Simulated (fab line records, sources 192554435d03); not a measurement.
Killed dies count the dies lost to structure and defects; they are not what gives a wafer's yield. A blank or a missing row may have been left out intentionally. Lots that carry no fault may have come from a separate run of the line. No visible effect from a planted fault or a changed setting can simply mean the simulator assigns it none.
A single fault, viewed from 3 desks | flow n5_finfet | only its own numbers are on each desk; what lay behind them is given at the end

## THE DEFECT DESK
What the inspections along the route counted, lot by lot: means of the sampled wafers that have a number. Marked OUT: a lot whose mean sits more than 4 standard deviations from the usual mean, which makes it out of limits; the brackets give that distance.
Columns: A = raw_defect_count at N5_BEOL_M2_INSPECT_30, usual 438
lot  | first seen here | A
L867 | day 6 20:35     | 409
L871 | day 7 13:05     | 442
L879 | day 9 13:23     | 368
L880 | day 9 19:25     | 560
L881 | day 10 00:47    | 413
L884 | day 10 15:38    | 372
L890 | day 12 19:22    | 401
This desk's finding: nothing out of limits on any of the 7 lots.

## FOR THE TOOL OWNER'S DESK: rie_diel-01
The tool's own readings at N5_BEOL_M2_DESCUM_33 (chemistry O2, time 7 s): means of the sampled wafers that have a number, for each lot that ran on this tool. Marked OUT: a lot whose mean sits more than 4 standard deviations from the usual mean, which makes it out of limits; the brackets give that distance.
Columns: A = drypump_motor_current_A at N5_BEOL_M2_DESCUM_33, usual 5.6 A; B = oes_product_au at N5_BEOL_M2_DESCUM_33, usual 0.78 a.u.; C = rf_vpp_V at N5_BEOL_M2_DESCUM_33, usual 243.6 V; D = showerhead_plenum_p_Torr at N5_BEOL_M2_DESCUM_33, usual 2.12 Torr; E = throttle_valve_pct at N5_BEOL_M2_DESCUM_33, usual 20.5 %
lot  | first seen here | A   | B    | C     | D    | E
L879 | day 9 13:25     | 5.5 | 0.88 | 242.1 | 2.03 | 20.0
L880 | day 9 19:27     | 5.6 | 0.86 | 243.6 | 2.12 | 20.1
L881 | day 10 01:26    | 5.6 | 0.80 | 245.0 | 2.14 | 20.4
This desk's finding: nothing out of limits on any of the 3 lots.

## THE METROLOGY DESK
Means of the sampled wafers that have a number, per lot and without regard to the tool the lot ran on: this is what the gauges read. Marked OUT: a lot whose mean sits more than 4 standard deviations from the usual mean, which makes it out of limits; the brackets give that distance. Readings shown: 7 of its 12, picked as those furthest out on some lot.
Columns: A = DIBL_N at N5_BEOL_M4_RC_MEAS_101, usual 36.1 mV/V; B = DIBL_P at N5_BEOL_M4_RC_MEAS_101, usual 35.7 mV/V; C = IOFF_N at N5_BEOL_M4_RC_MEAS_101, usual 0.159 nA/um; D = IOFF_P at N5_BEOL_M4_RC_MEAS_101, usual 0.21 nA/um; E = ION_N at N5_BEOL_M4_RC_MEAS_101, usual 673 uA/um; F = SS_N at N5_BEOL_M4_RC_MEAS_101, usual 71.4 mV/dec; G = VT_N at N5_BEOL_M4_RC_MEAS_101, usual 249.7 mV
lot  | first seen here | A    | B    | C     | D    | E   | F    | G
L867 | day 6 20:29     | 34.3 | 35.4 | 0.142 | 0.23 | 669 | 71.7 | 249.9
L871 | day 7 13:00     | 37.5 | 36.4 | 0.153 | 0.19 | 663 | 71.6 | 251.9
L879 | day 9 13:18     | 35.3 | 33.1 | 0.133 | 0.17 | 658 | 71.3 | 254.1
L880 | day 9 19:20     | 36.5 | 37.4 | 0.157 | 0.25 | 676 | 71.3 | 250.8
L881 | day 10 00:41    | 33.7 | 33.7 | 0.122 | 0.18 | 659 | 70.5 | 254.6
L884 | day 10 15:32    | 37.1 | 37.8 | 0.201 | 0.23 | 682 | 71.9 | 245.2
L890 | day 12 19:17    | 37.7 | 36.5 | 0.172 | 0.25 | 677 | 71.2 | 247.2
This desk's finding: nothing out of limits on any of the 7 lots.

## PUT TOGETHER
Nothing out of limits was seen by the defect desk.
Nothing out of limits was seen by the tool owner's desk.
Nothing out of limits was seen by the metrology desk.

## WHAT THE SIMULATOR HAD INSERTED
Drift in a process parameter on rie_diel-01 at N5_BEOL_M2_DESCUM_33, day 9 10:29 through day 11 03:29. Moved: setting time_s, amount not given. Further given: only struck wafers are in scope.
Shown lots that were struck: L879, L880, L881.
